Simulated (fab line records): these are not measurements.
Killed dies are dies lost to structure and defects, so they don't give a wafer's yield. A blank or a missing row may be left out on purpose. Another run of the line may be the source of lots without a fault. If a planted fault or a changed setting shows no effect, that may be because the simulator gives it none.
Chamber matching -- flow nand_harc -- rie_diel-07 running NHARC_P_M2_DESCUM_14: 4 sister chambers
The step chemistry O2, time 3 s. 8 wafers are shown with their chamber, then 9 later ones without.

== WAFERS WITH THEIR CHAMBER ==
wafer,chamber,drypump_motor_current_A (A),oes_product_au (a.u.)
L084.1,0,6.0,0.987
L084.2,2,6.5,1.006
L086.1,0,6.0,0.990
L086.3,3,6.3,0.993
L086.5,1,5.8,1.005
L087.1,1,5.8,1.014
L087.4,2,6.5,1.009
L087.6,3,6.2,1.005

== WAFERS WHOSE CHAMBER IS MISSING ==
wafer,drypump_motor_current_A (A),oes_product_au (a.u.)
L093.3,5.7,0.995
L093.5,5.7,0.999
L093.6,6.6,0.999
L094.1,6.5,0.997
L094.4,6.3,1.004
L094.5,5.8,0.997
L097.1,6.0,0.995
L097.3,6.3,1.002
L097.6,6.3,1.002

== CHAMBER TAKEN BY EACH ==
wafer,from the rows above,in truth
L093.3,1,1
L093.5,1,1
L093.6,2,2
L094.1,2,2
L094.4,3,3
L094.5,1,1
L097.1,0,0
L097.3,3,3
L097.6,3,3
Correctly placed: 9 of 9. Number that these rows cannot place: 0. Placed wrongly: 0.
How it was worked out, from the rows above alone: a wafer's distance from a chamber is the root of the sum, over the readings, of the square of ((its reading less the chamber's mean) divided by the reading's scatter). If the next closest chamber is less than 2 further off than the closest, the wafer can't be placed; otherwise it belongs to the closest. The mean given for a chamber averages the wafers shown for that chamber. The scatter is the square root of a quotient: the sum, over the shown wafers, of each reading's squared deviation from its chamber's mean, divided by wafers minus chambers.
